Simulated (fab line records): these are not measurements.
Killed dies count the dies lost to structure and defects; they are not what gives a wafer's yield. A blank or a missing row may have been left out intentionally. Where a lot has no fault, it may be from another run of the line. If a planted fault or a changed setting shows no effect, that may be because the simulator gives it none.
Which tool did it? | flow n5_finfet | 11 lots with 33 wafers sampled at 3 steps, on a route of 1938 steps

WHAT EACH GAUGE READ, for each wafer
N5_BEOL_M5_CD_MEAS_28: target cd 30.6 nm, target cd y 20 nm.
lot  | measured     | on        | cd_nm (nm)
L183 | day 8 10:34  | cd_sem-03 | 30.84 30.62 30.54
L185 | day 8 19:00  | cd_sem-02 | 30.13 30.18 30.01
L188 | day 9 11:50  | cd_sem-03 | 30.52 30.61 30.56
L192 | day 10 16:13 | cd_sem-03 | 30.55 30.34 30.54
L194 | day 11 03:34 | cd_sem-01 | 31.14 30.71 30.77
L198 | day 11 23:25 | cd_sem-02 | 30.78 30.58 30.24
L202 | day 13 22:22 | cd_sem-02 | 30.63 30.47 30.23
L184 | day 14 01:05 | cd_sem-03 | 30.46 30.66 30.44
L203 | day 14 03:21 | cd_sem-02 | 30.21 31.02 30.60
L205 | day 14 21:39 | cd_sem-03 | 30.26 30.38 30.46
L204 | day 15 12:25 | cd_sem-01 | 30.41 30.67 31.14

TOOL THAT RAN EACH LOT (tool first, then ch and the chambers of the sampled wafers, then the start)
lot  | N5_BEOL_M5_HM_OPEN_17             | N5_BEOL_M5_COAT_74
L183 | rie_metal-01 ch 0,1, day 8 08:47  | litho_track-05 ch 0, day 8 10:17
L185 | rie_metal-03 ch 0,1, day 8 17:58  | litho_track-01 ch 0, day 8 18:43
L188 | rie_metal-01 ch 0,1, day 9 10:49  | litho_track-03 ch 0, day 9 11:34
L192 | rie_metal-01 ch 0,1, day 10 15:34 | litho_track-01 ch 0, day 10 15:57
L194 | rie_metal-03 ch 0,1, day 11 01:22 | litho_track-05 ch 0, day 11 03:11
L198 | rie_metal-03 ch 0,1, day 11 18:29 | litho_track-01 ch 0, day 11 23:09
L202 | rie_metal-03 ch 1, day 13 20:46   | litho_track-03 ch 0, day 13 21:58
L184 | rie_metal-01 ch 0,1, day 13 23:20 | litho_track-05 ch 0, day 14 00:49
L203 | rie_metal-02 ch 0,1, day 13 23:44 | litho_track-05 ch 0, day 14 03:05
L205 | rie_metal-03 ch 1, day 14 20:29   | litho_track-01 ch 0, day 14 21:23
L204 | rie_metal-03 ch 0,1, day 15 10:25 | litho_track-03 ch 0, day 15 12:07
- N5_BEOL_M5_HM_OPEN_17: chemistry Cl2/BCl3, target TiN, target depth 20 nm, overetch 6 nm.
- N5_BEOL_M5_COAT_74: time 60 s, resist thk 5 nm.

THE ANSWER, worked out from the rows above alone
Rule: the lots themselves supply what counts as usual. Put in order of their means at a reading, lots are off if they are a third of the lots or fewer, leave a main group of 4 or more, and stand apart from it by a gap of 3 or more times the standard deviation of the main group's means; of several such gaps the widest counts. If all means in a main group match to the digits the tables above print for the reading, that group is not used. A lot without any number at a reading at which 4 lots or more have one is off too. Any other lot the step has rows for is counted as sound.
Nothing can be told from this: no lot is off at any reading shown.

WHAT THE SIMULATOR HAD PUT IN
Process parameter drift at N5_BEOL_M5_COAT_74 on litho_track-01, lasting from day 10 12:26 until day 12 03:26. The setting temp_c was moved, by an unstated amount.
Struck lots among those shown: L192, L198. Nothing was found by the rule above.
